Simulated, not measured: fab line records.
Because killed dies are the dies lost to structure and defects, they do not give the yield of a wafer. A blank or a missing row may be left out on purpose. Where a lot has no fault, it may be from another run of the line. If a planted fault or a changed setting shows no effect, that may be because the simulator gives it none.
Matching of chambers ; flow nand harc ; NHARC_A_CHANNEL_FILL_D1_ALD_25 on ald hk-03: 4 sister chambers
The step deposits SiOx, target thk 60 nm, pulse time 10 s, ald cycles 600. 8 wafers are shown with their chamber, then 8 later ones without.

== WAFERS PAIRED WITH THEIR CHAMBERS ==
wafer;chamber;heater power outer w (W);heater power w (W)
L078.2;0;272;446
L078.5;3;241;402
L082.6;0;269;445
L084.4;3;242;410
L084.5;1;259;441
L089.3;1;265;449
L089.6;2;284;483
L091.2;2;282;460

== WAFERS MISSING THEIR CHAMBER ==
wafer;heater power outer w (W);heater power w (W)
L091.3;244;403
L091.4;264;432
L093.3;277;463
L093.4;245;425
L093.5;230;409
L096.4;277;464
L096.2;252;419
L096.3;283;487

== CHAMBER TAKEN BY EACH ==
wafer;from the rows above;in truth
L091.3;3;3
L091.4;can't be placed: 1 or 0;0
L093.3;can't be placed: 2 or 0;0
L093.4;3;3
L093.5;3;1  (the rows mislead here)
L096.4;can't be placed: 2 or 0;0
L096.2;can't be placed: 3 or 1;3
L096.3;2;2
3 of 8 placed correctly. These rows do not allow placing 4 (true chamber among the candidates in 4). Number placed wrongly: 1.
How it was worked out, from the rows above alone: a wafer's distance from a chamber is the root of the sum, over the readings, of the square of ((its reading less the chamber's mean) divided by the reading's scatter). The wafer belongs to the nearest chamber; if the next one is less than 2 further off, it can't be placed. The mean given for a chamber averages the wafers shown for that chamber. The scatter is the square root of a quotient: the sum, over the shown wafers, of each reading's squared deviation from its chamber's mean, divided by wafers minus chambers.
